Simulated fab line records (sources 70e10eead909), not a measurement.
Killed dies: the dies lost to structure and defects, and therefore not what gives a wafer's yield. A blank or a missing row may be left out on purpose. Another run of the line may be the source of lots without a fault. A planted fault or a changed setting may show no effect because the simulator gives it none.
Struck lot and sound lot, side by side :: flow nand-harc :: 21 out of 1302 route steps
Sound: the wafers L629.1, L629.3, L629.6. Wafers struck: L631.4, L631.5, L631.6. The cause comes at the end.
Each step with rows lists, per side, the tool, then ch with its chambers, then its first start. Under that, the readings that differ: sound wafers :: struck wafers :: difference of the means :: sigmas: that difference in standard deviations of wafers without a fault.
alike: same words and numbers on both sides, and readings whose means sit less than 2 such deviations apart. not compared: any withheld reading, any reading some wafer has no value for, any bound like >300 that may hide the same value, and any number with overlapping values for which the record gives no deviation.
Wherever a step has rows on one side only, a row that says differs or no value, or a row with sigmas, the two part there. Numbers that don't overlap but have no deviation are shown without sigmas and don't part them. A reading missing from all wafers of one side parts the sides only when that side holds two or more wafers.

NHARC_P_CONTACT_DEP_30: deposits SiNx, target thk 30 nm.
  sound on pecvd-03 ch 0,1, day 6 10:56; struck on pecvd-02 ch 0,1,2, day 7 10:37
  alike: heater-power-w
NHARC_P_CONTACT_DEP_00: deposits SiO2, target thk 500 nm.
  sound on pecvd-03 ch 0,1; struck on pecvd-02 ch 0,1,2
  alike: heater-power-w, throttle-valve-pct
NHARC_P_CONTACT_CMP_01: polishes SiO2, target thk 200 nm.
  sound on cmp-04 ch 0,1,2, day 6 11:40; struck on cmp-02 ch 0,1, day 7 11:14
  alike: motor-current-A
then, 8 steps without rows for these wafers: NHARC_P_CONTACT_SRD_03; NHARC_P_CONTACT_DEHYDRATE_04 (time 120 s); NHARC_P_CONTACT_HMDS_05 (time 30 s); NHARC_P_CONTACT_COAT_33 (time 75 s); NHARC_P_CONTACT_COAT_34 (time 65 s); NHARC_P_CONTACT_COAT_06 (resist thk 90 nm); NHARC_P_CONTACT_SOFTBAKE_07 (time 55 s); NHARC_P_CONTACT_EBR_08.
NHARC_P_CONTACT_EXPOSE_09: exposes mask P CA, target cd 90 nm.
  sound on arfi-scanner-02 ch 0, day 6 12:20; struck on arfi-scanner-03 ch 0, day 7 11:47
reading: mask
sound: P_CA#0 P_CA#0 P_CA#0
struck: P_CA_R1#0 P_CA_R1#0 P_CA_R1#0
difference: differs
sigmas: 
then, 2 steps without rows for these wafers: NHARC_P_CONTACT_PEB_10 (peb time 65 s); NHARC_P_CONTACT_DEVELOP_11 (develop time 35 s).
NHARC_P_CONTACT_CD_MEAS_12 targets a cd of 90 nm.
  sound on cd-sem-03 ch 0, day 6 12:29; struck on cd-sem-02 ch 0, day 7 11:55
reading: cd-nm (nm)
sound: 89.9 91.0 89.7
struck: 88.9 88.8 88.0
difference: -1.6
sigmas: -3
NHARC_P_CONTACT_OVL_MEAS_13:
  sound on overlay-02, day 6 12:34; struck on overlay-02, day 7 12:01
  alike: overlay-x-nm, overlay-y-nm
NHARC_P_CONTACT_INSPECT_14:
  sound on defect-inspect-01, day 6 12:36; struck on defect-inspect-01, day 7 12:02
  alike: raw-defect-count
NHARC_P_CONTACT_DESCUM_17: chemistry O2, time 3 s.
  sound on rie-diel-08 ch 0,2,3, day 6 12:40; struck on rie-diel-08 ch 2,3, day 7 12:06
reading: model.P_CONTACT.cd-nm (nm)
sound: 91.15 90.86 89.85
struck: 88.59 89.44 87.71
difference: -2.04
sigmas: 
  alike: drypump-motor-current-A, oes-product-au, rf-vpp-V, showerhead-plenum-p-Torr, throttle-valve-pct
  not compared: rf-hours-counter-h
NHARC_P_CONTACT_ETCH_35: etches the open film in CF4, target depth 39 nm, time 65 s.
  sound on rie-diel-08 ch 0,1,2, day 6 12:45; struck on rie-diel-08 ch 0,3, day 7 12:11
reading: model.P_CONTACT.cd-nm (nm)
sound: 91.18 90.54 89.36
struck: 88.67 89.22 87.53
difference: -1.89
sigmas: 
  alike: drypump-motor-current-A, oes-product-au, rf-vpp-V, showerhead-plenum-p-Torr, throttle-valve-pct
  not compared: rf-hours-counter-h
NHARC_P_CONTACT_ETCH_36: etches the open film in N2/H2, target depth 260 nm, time 406.25 s.
  sound on rie-diel-08 ch 1,2,3; struck on rie-diel-08 ch 0,1,2
  alike: drypump-motor-current-A, oes-product-au, rf-vpp-V, showerhead-plenum-p-Torr, throttle-valve-pct
  not compared: rf-hours-counter-h
-- break in the record here, with 18 days between the starts of the struck wafers on either side (left off in module P_CONTACT, picked up again in module END, where the first step shown is number 1302 on the route) --
NHARC_END_SORT_01:
  sound on prober-02 ch 0, day 25 03:18; struck on prober-01 ch 0, day 25 22:40
  alike: killed-at-array, killed-at-other, killed-at-periphery, killed-dies, killed-open, killed-short

## WHERE THEY PART
At NHARC_P_CONTACT_EXPOSE_09 first; at NHARC_P_CONTACT_CD_MEAS_12 last (within this record only). Later steps at which nothing parts them and some readings are alike: NHARC_P_CONTACT_OVL_MEAS_13, NHARC_P_CONTACT_INSPECT_14, NHARC_P_CONTACT_DESCUM_17, NHARC_P_CONTACT_ETCH_35, NHARC_P_CONTACT_ETCH_36, NHARC_END_SORT_01.

WHY: what the simulator had put in
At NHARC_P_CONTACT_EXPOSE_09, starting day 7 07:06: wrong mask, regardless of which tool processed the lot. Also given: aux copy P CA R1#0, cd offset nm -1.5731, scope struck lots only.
